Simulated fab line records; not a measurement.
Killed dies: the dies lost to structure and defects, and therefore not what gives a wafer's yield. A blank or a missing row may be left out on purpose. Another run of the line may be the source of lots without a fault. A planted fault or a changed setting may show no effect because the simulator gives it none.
Chamber matching    flow nand-harc    4 sister chambers for NHARC_A_STAIRCASE_CMP_152 on cmp-04
The step polishes. 4 wafers are shown with their chamber, then 7 later ones without.

## WAFERS WITH THEIR CHAMBER
wafer   chamber  motor-current-A (A)
L087.3  1        12.6
L087.5  0        11.9
L089.1  3        13.1
L089.4  2        13.7

## WAFERS MISSING THEIR CHAMBER
wafer   motor-current-A (A)
L089.5  14.5
L092.1  14.5
L092.2  13.3
L092.5  14.7
L093.1  14.5
L093.5  12.4
L093.6  14.2

## WHICH CHAMBER EACH ONE RAN IN
wafer   from the rows above                in truth
L089.5  can't be placed: 2 or 3 or 1       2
L092.1  can't be placed: 2 or 3 or 1       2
L092.2  can't be placed: 3 or 2 or 1 or 0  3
L092.5  can't be placed: 2 or 3 or 1       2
L093.1  can't be placed: 2 or 3 or 1       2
L093.5  can't be placed: 1 or 0 or 3 or 2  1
L093.6  can't be placed: 2 or 3 or 1       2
0 of 7 placed correctly. From these rows, 7 cannot be placed; in 7 the true chamber is one of the candidates. 0 placed wrongly.
How it was worked out, from the rows above alone: a wafer's distance from a chamber is the root of the sum, over the readings, of the square of ((its reading less the chamber's mean) divided by the reading's scatter). If the next closest chamber is less than 2 further off than the closest, the wafer can't be placed; otherwise it belongs to the closest. The mean given for a chamber averages the wafers shown for that chamber. The scatter (one wafer shown for each chamber): square how far every hidden wafer sits from the nearest shown wafer, average those squares and take the square root.
